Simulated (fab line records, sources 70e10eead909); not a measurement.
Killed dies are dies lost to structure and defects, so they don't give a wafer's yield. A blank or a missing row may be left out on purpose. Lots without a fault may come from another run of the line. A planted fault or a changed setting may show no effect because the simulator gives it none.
Which tool did it? | flow nand_harc | 12 lots, 36 wafers sampled, at 1 step of a route of 1159

WHAT THE GAUGES READ, wafer by wafer
NHARC_A_CHANNEL_HOLE_D1_INSPECT_40.
lot  | measured     | on                | raw_defect_count
L075 | day 9 03:23  | defect_inspect-01 | 66 63 71
L077 | day 9 07:35  | defect_inspect-02 | 62 52 63
L079 | day 9 16:16  | defect_inspect-01 | 35 46 37
L081 | day 10 08:31 | defect_inspect-01 | 61 70 70
L082 | day 10 20:34 | defect_inspect-02 | 63 85 71
L084 | day 12 00:10 | defect_inspect-02 | 81 67 91
L085 | day 12 04:19 | defect_inspect-02 | 53 42 68
L090 | day 12 13:26 | defect_inspect-01 | 64 66 57
L091 | day 12 18:29 | defect_inspect-01 | 29 39 55
L092 | day 13 07:22 | defect_inspect-02 | 74 87 64
L095 | day 13 19:34 | defect_inspect-01 | 76 88 83
L096 | day 14 06:20 | defect_inspect-01 | 59 53 45

WHICH TOOL RAN EACH LOT (tool, then ch and the chambers of the sampled wafers, then the start)
The record holds no process step before these readings.

THE ANSWER, worked out from the rows above alone
Rule: what is usual is taken from the lots themselves. Put in order of their means at a reading, lots are off if they are a third of the lots or fewer, leave a main group of 4 or more, and stand apart from it by a gap of 3 or more times the standard deviation of the main group's means; of several such gaps the widest counts. A main group whose means are all the same, to the digits that the tables above print for the reading, isn't used. A lot without any number at a reading at which 4 lots or more have one is off too. The other lots that the step has rows for count as sound.
No lot is off at any reading shown: from this, nothing can be told.

WHAT THE SIMULATOR HAD PUT IN
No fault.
